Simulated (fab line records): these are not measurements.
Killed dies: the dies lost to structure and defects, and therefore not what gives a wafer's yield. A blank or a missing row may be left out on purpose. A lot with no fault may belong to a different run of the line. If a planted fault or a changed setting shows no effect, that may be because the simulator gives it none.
A struck lot beside a sound one :: flow nand_harc :: 15 steps out of a route of 1159
Sound: wafers L898.1, L898.4, L898.6. Struck: wafers L905.2, L905.5, L905.6. Last of all comes the cause.
Each step with rows lists, per side, the tool, then ch with its chambers, then its first start. Under that, the readings that differ: sound wafers :: struck wafers :: difference of the means :: sigmas: that difference in standard deviations of wafers without a fault.
alike: words and numbers the same on both sides, and readings whose means are apart by under 2 such deviations; not compared: readings that were withheld, readings missing a value for some wafer, numbers with overlapping values and no deviation given by the record, and bounds like >300 which may hide the same value.
A row with sigmas, a row that says differs or no value, or rows on one side alone: a step with any of these is where the two part. Non-overlapping numbers with no deviation appear without sigmas and do not part them. A reading missing from all wafers of one side parts the sides only when that side holds two or more wafers.

first, 2 steps without rows for these wafers: NHARC_A_CONTACT_STRIP_104 (strips in CF4/CHF3); NHARC_A_CONTACT_STRIP_105 (strips in O2/COS).
NHARC_A_CONTACT_ETCH_106: etches the open film in CF4/O2, target depth 60 nm, overetch 6 nm, time 33 s.
  sound on rie_diel-07 ch 0,3, day 19 20:52; struck on rie_diel-07 ch 1,2, day 20 20:36
  alike: bias_w, drypump_motor_current_A, oes_product_au, rf_vpp_V, showerhead_plenum_p_Torr, throttle_valve_pct
  not compared: rf_hours_counter_h
NHARC_A_CONTACT_STRIP_82: strips in O2.
  sound on rie_diel-07 ch 0,1,3; struck on rie_diel-07 ch 0,1,2
  alike: drypump_motor_current_A, oes_product_au, rf_vpp_V, showerhead_plenum_p_Torr, throttle_valve_pct
  not compared: rf_hours_counter_h
then, 1 step without rows for these wafers: NHARC_A_CONTACT_STRIP_83 (strips in post etch residue remover, time 600 s).
NHARC_A_CONTACT_DEP_84: deposits aC, target thk 2000 nm.
  sound on acl_dep-02 ch 0, day 20 00:46; struck on acl_dep-02 ch 0, day 20 21:55
  alike: throttle_valve_pct
NHARC_A_CONTACT_DEP_85: deposits SiON, target thk 50 nm.
  sound on pecvd-03 ch 0,1,2, day 20 02:07; struck on pecvd-04 ch 0,1, day 20 23:00
  alike: heater_power_w
then, 5 steps without rows for these wafers: NHARC_A_CONTACT_DEHYDRATE_00 (time 120 s); NHARC_A_CONTACT_HMDS_01 (time 30 s); NHARC_A_CONTACT_COAT_86 (time 75 s); NHARC_A_CONTACT_COAT_87 (time 65 s); NHARC_A_CONTACT_COAT_02 (resist thk 90 nm).
NHARC_A_CONTACT_SOFTBAKE_03: time 55 s.
  sound on litho_track-04 ch 0, day 20 02:00; struck on litho_track-01 ch 0, day 20 23:00
reading: heater_power_total_W (W)
sound: 188.50 188.47 188.30
struck: 190.95 191.14 191.04
difference: +2.62
sigmas: +19
next, for these wafers, 1 step has no rows: NHARC_A_CONTACT_EBR_04.
NHARC_END_SORT_01:
  the record has rows for the sound wafers here (prober-02 ch 0, day 22 07:05) and none for the struck ones

## WHERE THEY PART
At NHARC_A_CONTACT_SOFTBAKE_03 first; at NHARC_END_SORT_01 last (within this record only).

WHY: what had been put in by the simulator
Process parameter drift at NHARC_A_CONTACT_SOFTBAKE_03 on litho_track-01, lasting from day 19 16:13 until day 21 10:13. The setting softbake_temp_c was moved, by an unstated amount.
